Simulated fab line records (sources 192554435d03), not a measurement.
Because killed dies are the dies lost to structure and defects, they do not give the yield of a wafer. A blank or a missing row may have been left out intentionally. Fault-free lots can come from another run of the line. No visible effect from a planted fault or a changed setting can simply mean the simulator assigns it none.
Code-filled problem report in 8D (eight disciplines) form ; flow n5Finfet ; the parts of the form that need people (team, actions taken, sign-off) are left out

== 1. PROBLEM STATEMENT ==
Mean of etchRfOnTimeS at N5_FIN_SAQP_ETCH_51: 90.9 s across 5 wafers in 2 lots; on wafers with no fault it is 75.3 s (standard deviation 1.6). That is +9.8 standard deviations from the usual mean.
The step: etches SiARC in CF4, target depth 45.5 nm, time 75.8 s.
First observed at day 4 16:36: wafer L139.2, on rieDiel-02. At this step, 33 wafers from 11 lots have a number in the record. The rule behind "out" and "out of limits": a value lying over 4 standard deviations away from the usual mean. The rest of the wafers with a number are treated as sound.

== 2. WHAT THIS IS AND IS NOT ==
question;is;is not
which readings at this step;etchRfOnTimeS;drypumpMotorCurrentA, throttleValvePct
which lots;L139, L142;L130, L131, L132, L134, L138, L146, L148, L150, L151
which wafers of those lots;L139.2, L139.3, L139.4, L142.3, L142.4;L142.1
read on which tools;rieDiel-02;rieDiel-04, rieDiel-06
when;from day 4 16:36;"up to then (15 sound wafers); but 13 sound wafers of L142, L146, L148, L150, L151 came after"

== 3. SUSPECTS, AND WHAT RULES EACH OUT ==
Counting: any tool at a process step up to the reading remains a suspect provided it ran every lot that is out. Sound lots after the first of them don't rule it out here, since some wafers of a struck lot are sound.
- pecvd-01 at N5_FIN_SAQP_PECVD_47 (deposits a-Si from SiH4/He, target thk 45 nm, time 36.3 s): kept. It ran every lot that is out, first L139 (day 4 15:52); its last sound lot up to then is L134 (day 3 09:13).
- rieDiel-02 at N5_FIN_SAQP_ETCH_51 (etches SiARC in CF4, target depth 45.5 nm, time 75.8 s): kept. It ran every lot that is out, first L139 (day 4 16:36); its last sound lot up to then is L134 (day 3 10:19). Out on those wafers are its own readings of etchRfOnTimeS.
The count leaves rieDiel-02 at N5_FIN_SAQP_ETCH_51 and pecvd-01 at N5_FIN_SAQP_PECVD_47.

== 4. THE CAUSE (what the simulator had put in) ==
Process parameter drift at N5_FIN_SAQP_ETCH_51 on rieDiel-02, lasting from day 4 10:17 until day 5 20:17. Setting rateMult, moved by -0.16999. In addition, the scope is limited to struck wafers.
Counting leaves 2 suspects; this tool is one of them.

== 5. THE EFFECT CHAIN, in route order ==
Each row: a reading whose mean over the struck wafers that have a number lies more than 3 standard deviations from the usual. Only readings for which the record gives a usual standard deviation are gone through. hours: the time from each lot's start at the first step in this table that gives one to its start at this step, as a median over the lots. sigmas: the change in usual standard deviations.
hours;step;reading;usual;on struck wafers;change;sigmas
0;N5_FIN_SAQP_ETCH_51;etchRfOnTimeS;75.3 s;90.9;+15.6;+9.8
Its process steps:
- N5_FIN_SAQP_ETCH_51: etches SiARC in CF4, target depth 45.5 nm, time 75.8 s.

== 6. WHAT WOULD HAVE CAUGHT IT SOONER ==
In this record no reading fell out of limits until day 4 16:36, 6 hours after the fault had begun at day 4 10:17.
